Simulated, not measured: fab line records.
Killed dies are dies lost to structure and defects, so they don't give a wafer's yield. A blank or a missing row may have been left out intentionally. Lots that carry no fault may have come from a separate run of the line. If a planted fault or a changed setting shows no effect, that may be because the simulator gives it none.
What tool caused it? -- flow n5-finfet -- 11 lots with 28 wafers sampled at 5 steps, on a route of 1938 steps

WHAT THE GAUGES SHOWED, per wafer
N5_BEOL_M2_OCD_MEAS_38. Usual: 55.5 nm for trench-depth-nm, sd 1.
lot,measured,on,trench-depth-nm (nm),flag
L155,day 7 15:28,ocd-01,55.4 55.8 55.1,
L156,day 8 00:07,ocd-01,55.6 55.6 55.8,
L158,day 8 12:39,ocd-01,55.8 55.6,
L160,day 8 15:34,ocd-02,53.6 56.5 53.9,
L162,day 9 04:28,ocd-02,55.3 57.4 54.7,
L163,day 9 13:31,ocd-01,55.3 57.2 55.6,
L164,day 9 16:25,ocd-02,54.3 53.9,
L165,day 10 09:03,ocd-02,54.5 55.5 55.8,
L170,day 11 05:59,ocd-02,54.9 55.3,
L171,day 11 10:04,ocd-01,55.1 55.2,
L173,day 12 08:11,ocd-02,55.0 55.8,

N5_BEOL_M4_RC_MEAS_101. Usual: DIBL_N 36.3 mV/V, standard deviation 1.6; DIBL_P 36.2 mV/V, standard deviation 2.1; IOFF_N 0.16 nA/um, standard deviation 0.031; IOFF_P 0.21 nA/um, standard deviation 0.034; ION_N 673 uA/um, standard deviation 11; ION_P 461 uA/um, standard deviation 7.4; SS_N 71.6 mV/dec, standard deviation 0.55; SS_P 73.3 mV/dec, standard deviation 0.66; VT_N 251 mV, standard deviation 3.2; VT_P -251 mV, standard deviation 3.5.
lot,measured,on,DIBL_N (mV/V),DIBL_P (mV/V),IOFF_N (nA/um),IOFF_P (nA/um),ION_N (uA/um),ION_P (uA/um),SS_N (mV/dec),SS_P (mV/dec),VT_N (mV),VT_P (mV),flag
L155,day 8 17:03,prober-02,36.0 38.8 38.9,35.8 39.2 39.4,0.14 0.20 0.19,0.22 0.28 0.28,661 679 675,460 467 473,72.0 71.9 72.2,73.4 74.3 74.7,255 249 248,-250 -244 -244,
L156,day 8 20:27,prober-01,34.0 35.5 32.7,34.1 35.7 32.4,0.12 0.15 0.11,0.20 0.21 0.18,665 666 669,465 461 468,70.5 70.8 70.6,73.1 73.2 72.9,253 251 256,-249 -247 -252,
L158,day 9 13:11,prober-01,34.9 36.1,34.1 35.5,0.12 0.14,0.17 0.18,655 669,452 454,70.8 71.9,72.7 72.6,253 255,-255 -254,
L160,day 9 14:40,prober-02,34.8 36.3 37.1,35.7 37.0 38.3,0.14 0.16 0.18,0.18 0.19 0.22,652 679 665,452 461 455,70.9 71.2 71.7,72.8 73.4 74.2,247 250 246,-252 -254 -250,
L162,day 10 06:25,prober-01,35.0 37.7 36.8,33.8 36.7 34.5,0.13 0.19 0.15,0.17 0.21 0.18,672 676 661,456 456 453,70.8 72.4 71.7,72.5 73.1 72.5,256 249 253,-254 -251 -254,
L163,day 10 13:17,prober-02,34.2 36.8 36.3,36.2 39.3 38.6,0.13 0.18 0.17,0.19 0.24 0.24,672 669 689,466 461 475,70.9 72.6 71.2,72.7 73.5 74.0,253 246 247,-252 -248 -247,
L164,day 10 20:37,prober-01,38.2 35.9,37.3 35.5,0.17 0.14,0.19 0.17,673 669,450 451,72.4 70.9,73.8 72.5,249 252,-257 -256,
L165,day 11 05:43,prober-01,36.4 35.1 38.9,38.2 35.3 40.0,0.18 0.15 0.22,0.25 0.19 0.27,687 670 682,474 457 467,71.8 71.4 72.6,73.9 73.2 74.5,246 249 246,-248 -250 -250,
L170,day 12 04:56,prober-01,36.5 36.2,37.0 36.8,0.16 0.15,0.20 0.20,669 665,462 460,72.3 71.2,73.6 73.7,251 251,-249 -251,
L171,day 12 09:29,prober-01,36.9 36.6,37.1 37.1,0.16 0.16,0.18 0.17,670 682,454 459,71.6 71.5,73.1 73.2,251 249,-258 -258,
L173,day 13 07:39,prober-01,34.2 34.3,32.7 32.8,0.10 0.11,0.14 0.14,656 668,455 458,70.4 71.3,71.8 72.1,257 257,-254 -257,

TOOL THAT RAN EACH LOT (tool first, then ch and the chambers of the sampled wafers, then the start)
lot,N5_BEOL_M2_HM_DEP_02,N5_BEOL_M2_ETCH_74,N5_BEOL_M2_ETCH_69
L155,"pvd-sputter-03, day 7 12:26","rie-diel-04 ch 0,1,3, day 7 13:38","rie-diel-06 ch 2,3, day 7 14:36"
L156,"pvd-sputter-01, day 7 18:12","rie-diel-04 ch 0,1,3, day 7 18:53","rie-diel-04 ch 0,3, day 7 19:52"
L158,"pvd-sputter-03, day 8 08:11","rie-diel-04 ch 0,2, day 8 08:52","rie-diel-04 ch 2,3, day 8 09:46"
L160,"pvd-sputter-03, day 8 12:08","rie-diel-04 ch 1,2,3, day 8 13:08","rie-diel-04 ch 0,1,2, day 8 14:02"
L162,"pvd-sputter-02, day 9 01:54","rie-diel-06 ch 2,3, day 9 02:35","rie-diel-04 ch 0,2,3, day 9 03:43"
L163,"pvd-sputter-03, day 9 09:21","rie-diel-04 ch 0,1,2, day 9 10:02","rie-diel-06 ch 2,3, day 9 11:02"
L164,"pvd-sputter-02, day 9 13:35","rie-diel-06 ch 2,3, day 9 14:16","rie-diel-04 ch 0,2, day 9 15:17"
L165,"pvd-sputter-01, day 10 03:13","rie-diel-06 ch 0,1, day 10 03:53","rie-diel-04 ch 1,2,3, day 10 05:21"
L170,"pvd-sputter-03, day 11 02:23","rie-diel-02 ch 3, day 11 03:07","rie-diel-06 ch 2, day 11 04:08"
L171,"pvd-sputter-03, day 11 06:22","rie-diel-02 ch 1,2, day 11 07:04","rie-diel-06 ch 0,3, day 11 08:05"
L173,"pvd-sputter-03, day 11 21:14","rie-diel-06 ch 1,3, day 12 02:33","rie-diel-06 ch 0,2, day 12 03:27"
- N5_BEOL_M2_HM_DEP_02: deposits TiN, target thk 20 nm.
- N5_BEOL_M2_ETCH_74: etches underlayer in N2/H2, target depth 6.5 nm, time 5.2 s.
- N5_BEOL_M2_ETCH_69: etches SiARC in CF4, target depth 15.6 nm, time 26 s.

WHAT THE TOOLS THEMSELVES READ (means of the sampled wafers that have a number; where no wafer has one, the mark that the record gives instead)
N5_BEOL_M2_HM_DEP_02. Usual: 29.8 % for throttle-valve-pct, sd 1.3.
lot,tool,throttle-valve-pct (%),flag
L155,pvd-sputter-03,30.2,
L156,pvd-sputter-01,29.3,
L158,pvd-sputter-03,29.1,
L160,pvd-sputter-03,30.3,
L162,pvd-sputter-02,29.4,
L163,pvd-sputter-03,30.5,
L164,pvd-sputter-02,28.8,
L165,pvd-sputter-01,29.6,
L170,pvd-sputter-03,30.8,
L171,pvd-sputter-03,30.6,
L173,pvd-sputter-03,30.9,

N5_BEOL_M2_ETCH_74. Usual: drypump-motor-current-A 5.7 A, standard deviation 0.39; etch-rf-on-time-s 5.17 s, standard deviation 0.13; oes-product-au 0.66 a.u., standard deviation 0.072; rf-vpp-V 523.7 V, standard deviation 2.4; showerhead-plenum-p-Torr 2.53 Torr, standard deviation 0.081; throttle-valve-pct 18.00 %, standard deviation 0.2.
lot,tool,drypump-motor-current-A (A),etch-rf-on-time-s (s),oes-product-au (a.u.),rf-vpp-V (V),showerhead-plenum-p-Torr (Torr),throttle-valve-pct (%),flag
L155,rie-diel-04,5.7,5.15,0.69,522.7,2.52,17.91,
L156,rie-diel-04,5.8,5.18,0.69,523.7,2.52,17.89,
L158,rie-diel-04,6.2,5.25,0.65,521.8,2.44,17.77,
L160,rie-diel-04,5.8,5.11,0.67,523.8,2.51,17.96,
L162,rie-diel-06,5.5,5.20,0.60,521.8,2.44,18.23,
L163,rie-diel-04,6.0,5.17,0.67,522.9,2.48,17.83,
L164,rie-diel-06,5.6,5.29,0.59,520.3,2.46,18.29,
L165,rie-diel-06,6.1,5.12,0.70,525.1,2.58,17.92,
L170,rie-diel-02,5.8,5.10,0.71,527.5,2.67,17.82,
L171,rie-diel-02,5.2,5.23,0.59,525.2,2.56,18.06,
L173,rie-diel-06,6.0,5.18,0.80,523.2,2.54,17.84,

N5_BEOL_M2_ETCH_69. Usual: drypump-motor-current-A 5.7 A, standard deviation 0.38; etch-rf-on-time-s 25.8 s, standard deviation 0.67; oes-product-au 0.67 a.u., standard deviation 0.083; rf-vpp-V 183.8 V, standard deviation 1.1; showerhead-plenum-p-Torr 2.12 Torr, standard deviation 0.061; throttle-valve-pct 15.74 %, standard deviation 0.23.
lot,tool,drypump-motor-current-A (A),etch-rf-on-time-s (s),oes-product-au (a.u.),rf-vpp-V (V),showerhead-plenum-p-Torr (Torr),throttle-valve-pct (%),flag
L155,rie-diel-06,5.7,26.5,0.60,183.2,2.09,16.09,
L156,rie-diel-04,6.0,26.3,0.65,183.2,2.10,15.74,
L158,rie-diel-04,6.1,26.2,0.61,182.8,2.09,15.80,
L160,rie-diel-04,6.0,25.6,0.68,184.2,2.09,15.61,
L162,rie-diel-04,6.1,26.2,0.63,184.4,2.09,15.75,
L163,rie-diel-06,5.7,26.2,0.59,183.7,2.08,16.14,
L164,rie-diel-04,6.3,25.9,0.64,181.9,2.06,15.62,
L165,rie-diel-04,5.8,25.9,0.65,183.6,2.11,15.75,
L170,rie-diel-06,5.3,21.5,0.68,182.9,2.03,15.92,OFF
L171,rie-diel-06,6.0,21.0,0.94,183.6,2.13,15.52,OFF
L173,rie-diel-06,5.6,21.1,0.79,184.1,2.09,15.60,OFF

THE ANSWER, worked out from the rows above alone
Rule: take the mean of a lot's wafers that have a number; if it is more than 3 standard deviations from the usual mean, the lot is off. Also off: a lot with no number at a reading for which 4 or more lots have one. All remaining lots with rows at the step are treated as sound. First the gauges in route order, then the tools' own readings, where a lot's mean is used as printed above. The first step at which some lot is off is used, and at that step the reading that is off furthest; a lot without a number counts as furthest.
Off at N5_BEOL_M2_ETCH_69 (etch-rf-on-time-s): L170, L171, L173.
A tool fits if, at that step or a process step before it, it ran every lot that is off, and no sound lot after the first of them. This does not decide it: 2 tools fit, namely pvd-sputter-03 at N5_BEOL_M2_HM_DEP_02 and rie-diel-06 at N5_BEOL_M2_ETCH_69.

WHAT WAS PUT IN BY THE SIMULATOR
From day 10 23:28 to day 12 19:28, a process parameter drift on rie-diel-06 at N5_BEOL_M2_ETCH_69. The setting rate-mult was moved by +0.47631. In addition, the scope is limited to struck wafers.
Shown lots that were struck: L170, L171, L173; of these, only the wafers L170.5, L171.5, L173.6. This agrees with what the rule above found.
